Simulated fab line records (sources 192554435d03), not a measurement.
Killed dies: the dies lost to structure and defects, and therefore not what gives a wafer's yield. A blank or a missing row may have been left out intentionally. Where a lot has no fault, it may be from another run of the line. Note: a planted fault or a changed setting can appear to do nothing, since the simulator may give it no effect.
Matching of chambers | flow n5-finfet | 4 sister chambers for N5_BEOL_M4_CMP_52 on cmp-02
The step polishes, stops on SiOC, t overpolish 6.8 s, target thk 40 nm. 4 wafers are shown with their chamber, then 7 later ones without.

## WAFERS WITH THEIR CHAMBER
wafer  | chamber | motor-current-A (A)
L091.2 | 0       | 5.2
L091.3 | 3       | 6.4
L094.2 | 1       | 5.5
L095.1 | 2       | 6.0

## WAFERS WITHOUT THEIR CHAMBER
wafer  | motor-current-A (A)
L095.3 | 6.6
L095.4 | 5.3
L096.1 | 5.9
L096.2 | 6.4
L096.3 | 5.5
L097.1 | 6.5
L097.4 | 6.0

## EACH ONE'S CHAMBER
wafer  | from the rows above     | in truth
L095.3 | 3                       | 3
L095.4 | can't be placed: 0 or 1 | 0
L096.1 | 2                       | 2
L096.2 | 3                       | 3
L096.3 | 1                       | 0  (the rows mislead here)
L097.1 | 3                       | 3
L097.4 | 2                       | 2
5 of 7 placed correctly. Unplaceable from these rows: 1, with the true chamber sitting among the candidates in 1. Number placed wrongly: 1.
How it was worked out, from the rows above alone: a wafer's distance from a chamber is the root of the sum, over the readings, of the square of ((its reading less the chamber's mean) divided by the reading's scatter). If the next closest chamber is less than 2 further off than the closest, the wafer can't be placed; otherwise it belongs to the closest. For every chamber, the mean is computed from those of its wafers that are shown. The scatter: with one shown wafer a chamber, the root of the mean of the squares of how far each hidden wafer lies from its nearest shown one.
